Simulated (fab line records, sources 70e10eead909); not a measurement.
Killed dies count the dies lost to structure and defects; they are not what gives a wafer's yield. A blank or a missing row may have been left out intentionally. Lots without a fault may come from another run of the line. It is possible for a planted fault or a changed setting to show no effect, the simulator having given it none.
Matching of chambers | flow nand-harc | rie-si-03 running NHARC_THIN_TSV_ETCH_15: 4 sister chambers
The step target depth 3000 nm, bosch target overetch cycles 2, bosch etch step 2.8 s. 14 wafers are shown with their chamber, then 7 later ones without.

EACH WAFER AND ITS CHAMBER
wafer  | chamber | drypump-motor-current-A (A) | he-backside-leak-sccm (sccm)
L685.1 | 3       | 6.2                         | 2.28
L685.2 | 2       | 5.3                         | 2.51
L685.3 | 1       | 6.0                         | 2.63
L688.1 | 1       | 6.0                         | 2.61
L688.3 | 2       | 5.3                         | 2.33
L688.6 | 3       | 6.3                         | 2.39
L687.1 | 1       | 6.0                         | 2.65
L687.4 | 3       | 6.2                         | 2.50
L687.6 | 1       | 6.0                         | 2.66
L691.1 | 2       | 5.3                         | 2.34
L691.3 | 0       | 5.8                         | 2.65
L691.4 | 3       | 6.3                         | 2.54
L699.1 | 2       | 5.3                         | 2.25
L699.2 | 1       | 6.0                         | 2.69

SIGNATURES (averages over the wafers above)
reading                 | chamber 0 | chamber 1 | chamber 2 | chamber 3 | scatter within a chamber
drypump-motor-current-A | 5.800     | 6.000     | 5.300     | 6.250     | 0.0316
he-backside-leak-sccm   | 2.6500    | 2.6480    | 2.3575    | 2.4275    | 0.0898
Rule: a wafer lies at a distance from a chamber equal to the root of the sum of squares, over the readings, of (its reading less the chamber's mean, divided by the reading's scatter). If the next closest chamber is less than 2 further off than the closest, the wafer can't be placed; otherwise it belongs to the closest. How the scatter is found: for the shown wafers, subtract from each reading the mean of its chamber, square and add these, divide the total by (wafers less chambers), then take the root.

WAFERS MISSING THEIR CHAMBER
wafer  | drypump-motor-current-A (A) | he-backside-leak-sccm (sccm)
L699.4 | 5.8                         | 2.59
L702.2 | 5.8                         | 2.79
L702.3 | 5.3                         | 2.33
L702.4 | 5.9                         | 2.59
L704.2 | 5.3                         | 2.47
L704.3 | 5.8                         | 2.65
L704.6 | 6.3                         | 2.54

WHICH CHAMBER EACH WENT THROUGH
wafer  | from the rows above     | in truth
L699.4 | 0                       | 0
L702.2 | 0                       | 0
L702.3 | 2                       | 2
L702.4 | can't be placed: 1 or 0 | 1
L704.2 | 2                       | 2
L704.3 | 0                       | 0
L704.6 | 3                       | 3
Correctly placed: 6 of 7. Can't be placed from these rows: 1 (the true chamber is among the candidates in 1). Number placed wrongly: 0.
